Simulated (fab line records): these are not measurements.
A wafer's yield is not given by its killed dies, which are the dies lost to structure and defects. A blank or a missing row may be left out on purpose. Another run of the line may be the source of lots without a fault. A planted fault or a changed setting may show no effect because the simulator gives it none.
fab line records + flow n5_finfet
[record]
- lots = 4
- wafers = 12
- last_day = 16
route steps=1938 shown WELL_APT@36 PMOS_HMC_CHANNEL_EPI@57 BEOL_M4@1111 PASSIVATION@1936
lots untouched by any fault: they come from a run of this same line in which no faults occurred
start_h: the number of hours between the record's first day and the start of the first shown wafer of the lot + wait_h: hours from the lot's prior step to this one + " unchanged from the row above + L1.1+2: a row that stands for several wafers + - value missing, or start not given + * or withheld: withheld + < > ~ a bound
route shown NAME@n: names a module that has steps shown in the file, with the first one's number in the route + usual: average and standard deviation across the fault-free wafers + same: alike in all rows + chamber/n: place in a boat + sites: per-site readings + _std_site: how widely they spread, as a standard deviation + _edge_site: inner sites' mean taken away from outer sites' mean + radius_mm: how far each site lies from the wafer's centre + mask NAME#n: copy n + behind: the last tool/chamber to shape the wafer + hold: what put the lot on hold/how long, in hours/how the hold closed + device: names the non-switching transistor (n, p or np) + end of line: the tests these same wafers got at the end of their route + where a step has no rows: the recipe by itself + killed: dies that structure and defects cost at the first sort, which is not the same as the wafer's yield + map: a wafer's dies, marking killed ones x, the rest . and places with no die _
set.NAME: setting as actually run; set.NAME@STEP: the setting as run at that earlier step + model.NAME: the simulator's own value behind a step, which no gauge read
certain route steps with their lots: each step a table, each wafer a row
services: when a tool's chamber went out of use (start_h, in hours from the record's first day, below 0 if earlier), for how many hours, and the reason
[[steps]]
[step N5_WELL_APT_COAT_19]
[recipe]
- spin_rpm = 1357
- resist_thk_nm = 950
[step N5_WELL_APT_EBR_21]
[recipe]
- solvent = PGMEA
- ebr_width_mm = 1.5
[step N5_WELL_APT_SOFTBAKE_20]
[recipe]
- temp_c = 130
- time_s = 60
[step N5_WELL_APT_EXPOSE_22]
[recipe]
- mask_id = PWELL
- na = 0.8
- source_shape = conventional
- sigma_outer = 0.8
- polarization = unpolarized
- defocus_nm = 0
- target_cd_nm = 200
- dose_mj = 23.2
[step N5_WELL_APT_PEB_23]
[recipe]
- peb_temp_c = 130
- peb_time_s = 90
[step N5_WELL_APT_DEVELOP_24]
[recipe]
- develop_time_s = 45
- rinse_liquid = surfactant_rinse
- dry = air_spin
- dev_temp_c = 21
[step N5_WELL_APT_HARDBAKE_29]
[recipe]
- temp_c = 130
- time_s = 120
[step N5_WELL_APT_DESCUM_30]
[recipe]
- chemistry = O2
- time_s = 7.9
- source_power_w = 50
- bias_power_w = 20
- pressure_mtorr = 20
- rf_frequency_hz = 2.712e+07
- temp_c = 40
- o2_flow_sccm = 225
[step N5_WELL_APT_IMPLANT_31]
[recipe]
- species = B
- energy_kev = 60
- dose_cm2 = 1.5e+13
- tilt_deg = 0
- rotation_deg = 0
[step N5_WELL_APT_IMPLANT_32]
[recipe]
- species = BF2
- energy_kev = 50
- dose_cm2 = 2e+13
- tilt_deg = 0
- rotation_deg = 0
[usual]
- beam_energy_keV = 50.001/0.015
| lot.wafer | tool         | chamber | start_h | wait_h | beam_energy_keV | model.implant.rp_nm | model.implant.drp_nm |
|-----------|--------------|---------|---------|--------|-----------------|---------------------|----------------------|
| L921.1    | implanter-01 | 0       | 15.31   | 0.1    | 50.010          | 37.58               | 18.55                |
| L921.5    | "            | 0       | "       | "      | 50.000          | 37.58               | 18.55                |
| L921.6    | "            | 0       | "       | "      | 49.996          | 37.58               | 18.55                |
| L931.1    | implanter-01 | 0       | 76.08   | 0.1    | 41.214          | 31.41               | 16.2                 |
| L931.2    | "            | 0       | "       | "      | 41.226          | 31.41               | 16.2                 |
| L931.5    | "            | 0       | "       | "      | 41.205          | 31.41               | 16.2                 |
| L932.1    | implanter-01 | 0       | 81.43   | 0.1    | 41.207          | 31.06               | 16.2                 |
| L932.3    | "            | 0       | "       | "      | 41.213          | 31.06               | 16.2                 |
| L932.5    | "            | 0       | "       | "      | 41.212          | 31.06               | 16.2                 |
| L941.1    | implanter-02 | 0       | 135.75  | 0.1    | 50.001          | 38.63               | 18.55                |
| L941.2    | "            | 0       | "       | "      | 50.011          | 38.63               | 18.55                |
| L941.5    | "            | 0       | "       | "      | 50.026          | 38.63               | 18.55                |
[step N5_WELL_APT_STRIP_33]
[recipe]
- chemistry = SPM
- time_s = 900
- temp_c = 130
- h2so4_h2o2_vol_ratio = 4
- dry = ipa_marangoni
[step N5_WELL_APT_RTA_34]
[recipe]
- temp_c = 1000
- time_s = 10
- ambient = N2
- idle_temp_c = 600
- ramp_up_c_per_s = 150
- ramp_down_c_per_s = 60
- cool_to_c = 600
[step N5_WELL_APT_OXIDE_STRIP_42]
[recipe]
- chemistry = dHF
- dilution = 25:1
- time_s = 45
- temp_c = 25
- target = SiO2
- target_depth_a = 120
[step N5_WELL_APT_PRECLEAN_36]
[recipe]
- chemistry = O3/DIW
- time_s = 45
- temp_c = 22
- o3_ppm = 10
[step N5_WELL_APT_PRECLEAN_39]
[recipe]
- chemistry = dHF
- time_s = 60
- dilution = 150:1
- temp_c = 25
[step N5_WELL_APT_SRD_37]
[recipe]
- dry = ipa_marangoni
- do_ppb = 5
- time_s = 30
- temp_c = 23
- rinse_liquid = diw
[step N5_WELL_APT_EPI_41]
[recipe]
- material = Si
- target_thk_a = 500
- temp_c = 650
- precursor = SiH4/H2
- pressure_torr = 20
- time_s = 297.7
[step N5_PMOS_HMC_CHANNEL_EPI_HM_DEP_34]
[recipe]
- material = SiO2
- target_thk_a = 360
- temp_c = 400
- precursor = TEOS/O2
- pressure_torr = 6.5
- rf_w = 900
- teos_flow_sccm = 161.4
- gas = O2
- flow_sccm = 2650
- time_s = 6.9
[step N5_PMOS_HMC_CHANNEL_EPI_COAT_31]
[recipe]
- resist = BARC
- temp_c = 205
- time_s = 60
- spin_rpm = 1500
- resist_thk_nm = 66
[step N5_PMOS_HMC_CHANNEL_EPI_COAT_03]
[recipe]
- resist = CAR-ArF-block
- spin_rpm = 1500
- resist_thk_nm = 205
[step N5_PMOS_HMC_CHANNEL_EPI_EBR_05]
[recipe]
- solvent = PGMEA
- ebr_width_mm = 1.5
[step N5_PMOS_HMC_CHANNEL_EPI_SOFTBAKE_04]
[recipe]
- temp_c = 110
- time_s = 60
- resist = CAR-ArF-block
[step N5_PMOS_HMC_CHANNEL_EPI_EXPOSE_06]
[recipe]
- mask_id = PMOS_HMC_BLK
- na = 1.35
- source_shape = conventional
- sigma_outer = 0.8
- polarization = unpolarized
- target_cd_nm = 240
- dose_mj = 41
[step N5_PMOS_HMC_CHANNEL_EPI_PEB_07]
[recipe]
- peb_temp_c = 110
- peb_time_s = 60
- resist = CAR-ArF-block
[step N5_PMOS_HMC_CHANNEL_EPI_DEVELOP_08]
[recipe]
- develop_time_s = 30
- developer = TMAH
- resist = CAR-ArF-block
- dev_temp_c = 23
- rinse_liquid = diw
- dry = air_spin
[step N5_PMOS_HMC_CHANNEL_EPI_DESCUM_14]
[recipe]
- chemistry = O2
- time_s = 7.9
- source_power_w = 50
- bias_power_w = 20
- pressure_mtorr = 20
- rf_frequency_hz = 2.712e+07
- temp_c = 40
- resist = CAR-ArF-block
- o2_flow_sccm = 225
[step N5_PMOS_HMC_CHANNEL_EPI_ETCH_32]
[recipe]
- chemistry = N2/H2
- target = BARC
- stop_on = SiO2
- target_depth_a = 858
- over_etch_frac = 0.3
- time_s = 50.3
- ion_energy_ev = 200
- mask_material = CAR-ArF-block
- pressure_mtorr = 30
- source_w = 840
- bias_w = 150
- n2_flow_sccm = 200
- h2_flow_sccm = 200
[step N5_PMOS_HMC_CHANNEL_EPI_HM_OPEN_15]
[recipe]
- chemistry = CHF3/O2
- target = SiO2
- mask_material = CAR-ArF-block
- target_depth_a = 406
- CHF3_flow_sccm = 50
- O2_flow_sccm = 5
- Ar_flow_sccm = 200
- time_s = 20.3
- pressure_mtorr = 30
- source_w = 650
- bias_w = 170
- ion_energy_ev = 200
[step N5_PMOS_HMC_CHANNEL_EPI_STRIP_33]
[recipe]
- chemistry = N2/H2
- power_w = 500
- temp_c = 40
- pressure_mtorr = 50
- rf_frequency_hz = 6e+07
- overash_fraction = 0.3
- bias_power_w = 8
- h2_frac = 0.5
- n2_flow_sccm = 300
- h2_flow_sccm = 300
[step N5_PMOS_HMC_CHANNEL_EPI_STRIP_17]
[recipe]
- chemistry = SPM
- time_s = 750
- temp_c = 130
- h2so4_h2o2_vol_ratio = 4
- dry = ipa_marangoni
[step N5_PMOS_HMC_CHANNEL_EPI_ETCH_38]
[recipe]
- chemistry = CF4
- target = SiO2
- target_depth_a = 15
- ion_energy_ev = 350
- pressure_mtorr = 10
- icp_w = 800
- bias_w = 400
- cf4_flow_sccm = 80
[step N5_PMOS_HMC_CHANNEL_EPI_FIN_RECESS_16]
[recipe]
- chemistry = HBr/Cl2
- target = Si
- mask_material = SiO2
- target_depth_a = 540
- time_s = 18
- pressure_mtorr = 10
- icp_w = 800
- bias_w = 75
- HBr_flow_sccm = 150
- Cl2_flow_sccm = 80
[step N5_PMOS_HMC_CHANNEL_EPI_PRECLEAN_36]
[recipe]
- chemistry = O3/DIW
- time_s = 45
- temp_c = 22
- o3_ppm = 10
[step N5_PMOS_HMC_CHANNEL_EPI_PRECLEAN_18]
[recipe]
- chemistry = DHF
- time_s = 30
- temp_c = 25
- dilution = withheld
[step N5_PMOS_HMC_CHANNEL_EPI_SRD_19]
[recipe]
- dry = ipa_marangoni
- do_ppb = 5
- time_s = 30
- temp_c = 23
- rinse_liquid = diw
[step N5_BEOL_M4_RC_MEAS_101]
[usual]
- CJ_N = 4.32/0.07
- DIBL_N = 35.8/1.5
- DIBL_P = 35.9/1.8
- IOFF_N = 0.152/0.025
- IOFF_N_LONG = 5.52e-05/2.7e-06
- IOFF_P = 0.21/0.031
- ION_N = 672/11
- ION_P = 462/7.4
- RS_PWELL = 3004/27
- SS_N = 71.5/0.52
- SS_P = 73.2/0.54
- VT_N = 250/3
- VT_P = -250/3.3
| lot.wafer | tool      | chamber | start_h | wait_h | CJ_N | DIBL_N[mV/V] | DIBL_P[mV/V] | IOFF_N[nA/um] | IOFF_N_LONG[nA/um] | IOFF_P[nA/um] | ION_N[uA/um] | ION_P[uA/um] | RS_PWELL[ohm/sq] | SS_N[mV/dec] | SS_P[mV/dec] | VT_N[mV] | VT_P[mV] |
|-----------|-----------|---------|---------|--------|------|--------------|--------------|---------------|--------------------|---------------|--------------|--------------|------------------|--------------|--------------|----------|----------|
| L921.1    | prober-02 | 0       | 171.86  | 0.0    | 4.32 | 37.5         | 37.0         | 0.167         | 5.68e-05           | 0.24          | 668          | 461          | 3013             | 71.9         | 72.3         | 249      | -248     |
| L921.5    | "         | 0       | "       | "      | 4.27 | 35.3         | 35.3         | 0.140         | 5.7e-05            | 0.21          | 670          | 465          | 2995             | 71.8         | 73.0         | 251      | -248     |
| L921.6    | "         | 0       | "       | "      | 4.34 | 36.5         | 36.3         | 0.156         | 5.74e-05           | 0.22          | 673          | 466          | 2992             | 71.8         | 73.5         | 250      | -249     |
| L931.1    | prober-01 | 0       | 239.21  | 0.0    | 5.08 | 36.7         | 34.8         | 0.145         | 6.17e-05           | 0.20          | 656          | 452          | 3104             | 71.0         | 73.3         | 251      | -253     |
| L931.2    | "         | 0       | "       | "      | 5.03 | 36.7         | 34.5         | 0.135         | 5.97e-05           | 0.20          | 675          | 461          | 3095             | 70.9         | 74.2         | 253      | -250     |
| L931.5    | "         | 0       | "       | "      | 5.05 | 36.2         | 33.4         | 0.128         | 6.11e-05           | 0.18          | 664          | 457          | 3100             | 71.1         | 73.0         | 253      | -254     |
| L932.1    | prober-02 | 0       | 239.91  | 0.0    | 5.04 | 36.3         | 35.2         | 0.158         | 6.35e-05           | 0.21          | 664          | 460          | 3132             | 70.7         | 73.9         | 248      | -250     |
| L932.3    | "         | 0       | "       | "      | 5.06 | 38.2         | 38.1         | 0.200         | 6.3e-05            | 0.26          | 675          | 467          | 3149             | 72.5         | 73.8         | 247      | -250     |
| L932.5    | "         | 0       | "       | "      | 5.04 | 35.7         | 34.5         | 0.141         | 6.38e-05           | 0.20          | 669          | 460          | 3123             | 71.6         | 73.1         | 251      | -251     |
| L941.1    | prober-01 | 0       | 289.18  | 0.0    | 4.25 | 32.4         | 33.3         | 0.116         | 5.55e-05           | 0.20          | 660          | 468          | 3008             | 71.5         | 72.3         | 253      | -248     |
| L941.2    | "         | 0       | "       | "      | 4.35 | 34.6         | 35.6         | 0.152         | 5.74e-05           | 0.23          | 689          | 477          | 3032             | 71.6         | 72.6         | 250      | -247     |
| L941.5    | "         | 0       | "       | "      | 4.29 | 34.5         | 35.4         | 0.141         | 5.63e-05           | 0.22          | 656          | 459          | 3039             | 71.5         | 73.0         | 252      | -245     |
[step N5_PASSIVATION_PROBE_49]
[usual]
- defect_limited_yield = 91.7/1.7
- killed_at_M0_to_M3 = 34/10
- killed_at_M4_up = 13/5.1
- killed_at_contacts = 12/6.2
- killed_at_front_end = 36/12
- killed_at_other = 3.2/2.6
- killed_dies = 98/20
- killed_open = 65/13
- killed_short = 32/8.4
- sort_bin_5_function = 4.8/1.1
- sort_bin_6_memory = 3.2/0.74
- sort_n_pass = 1082/20
- sort_yield_pct = 91.7/1.7
[same]
- gross_dies = 1180
- killed_at_back_side = 0
- sort_bin_4_leakage[%] = 0
- sort_bin_8_speed[%] = 0
| lot.wafer | tool      | chamber | start_h | wait_h | defect_limited_yield[%] | killed_at_M0_to_M3 | killed_at_M4_up | killed_at_contacts | killed_at_front_end | killed_at_other | killed_dies | killed_open | killed_short | sort_bin_5_function[%] | sort_bin_6_memory[%] | sort_n_pass | sort_yield_pct[%] |
|-----------|-----------|---------|---------|--------|-------------------------|--------------------|-----------------|--------------------|---------------------|-----------------|-------------|-------------|--------------|------------------------|----------------------|-------------|-------------------|
| L941.1    | prober-02 | -       | 391.97  | 0.0    | 91.0                    | 63                 | 14              | 4                  | 22                  | 3               | 106         | 75          | 29           | 6.0                    | 2.9                  | 1074        | 91.0              |
| L941.2    | prober-02 | -       | 392.02  | 0.1    | 93.2                    | 37                 | 13              | 4                  | 23                  | 3               | 80          | 53          | 25           | 3.8                    | 2.7                  | 1100        | 93.2              |
| L941.5    | prober-02 | -       | 392.17  | 0.2    | 92.3                    | 39                 | 23              | 8                  | 13                  | 8               | 91          | 59          | 31           | 4.0                    | 3.4                  | 1089        | 92.3              |
// killed by level:class
L941.1 BEOL_M2:geometric_particle:open=16 BEOL_M0_SAQP:geometric_particle:open=14 BEOL_M0_SAQP:geometric_particle:short=10 BEOL_M1:geometric_particle:open=10 BEOL_M3:geometric_particle:open=6 MOL_CONTACT_COAG:geometric_particle:open=4 BEOL_M2:geometric_particle:short=4 BEOL_M4:geometric_particle:open=4
L941.2 BEOL_M1:geometric_particle:open=9 BEOL_M0_SAQP:geometric_particle:short=8 GATE_CUT:geometric_particle:open=6 BEOL_M0_SAQP:geometric_particle:open=6 BEOL_M3:geometric_particle:open=6 BEOL_M7:geometric_particle:open=4 MOL_CONTACT_COAG:geometric_particle:open=3 STARTING-WAFER:geometric_particle:open=3
L941.5 BEOL_M0_SAQP:geometric_particle:short=14 BEOL_M4:geometric_particle:open=13 MOL_CONTACT_COAG:geometric_particle:open=7 BEOL_M0_SAQP:geometric_particle:open=7 FIN_SAQP:geometric_particle:open=4 BEOL_M2:geometric_particle:open=4 BEOL_M3:geometric_particle:open=4 PASS1_CAP:geometric_particle:open=4
[[services]]
| tool         | chamber | start_h | hours | kind   |
|--------------|---------|---------|-------|--------|
| implanter-01 | -       | 67.17   | 1.6   | repair |
[[key]]
[first_sign]
- step = N5_WELL_APT_IMPLANT_32
- reading = beam_energy_keV
- direction = down
- sigmas = 99+
- usual = 50.001
- struck = 41.213
[effect]
- step = N5_BEOL_M4_RC_MEAS_101
- reading = CJ_N
- direction = up
- sigmas = 10
- usual = 4.32
- struck = 5.05
[effect]
- step = N5_BEOL_M4_RC_MEAS_101
- reading = RS_PWELL
- direction = up
- sigmas = 4.2
- usual = 3004
- struck = 3117
[effect]
- step = N5_BEOL_M4_RC_MEAS_101
- reading = IOFF_N_LONG
- direction = up
- sigmas = 2.6
- usual = 5.52e-05
- struck = 6.21e-05
[model_effect]
- step = N5_WELL_APT_IMPLANT_32
- value = implant.rp_nm
- without = 37.31
- struck = 31.24
met_at N5_WELL_APT_IMPLANT_32
struck_wafers L931.1,L931.2,L931.5,L932.1,L932.3,L932.5
onset_between 15.31 76.08
[fault]
- kind = process_parameter_drift
- tool = implanter-01
- chamber = -
- onset_h = 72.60
- steps = N5_WELL_APT_IMPLANT_32
- channel = energy_kev
- offset = -8.7893
- shape = step
- end_h = 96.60
- acts_in = these_recipes_only
- stated = 50
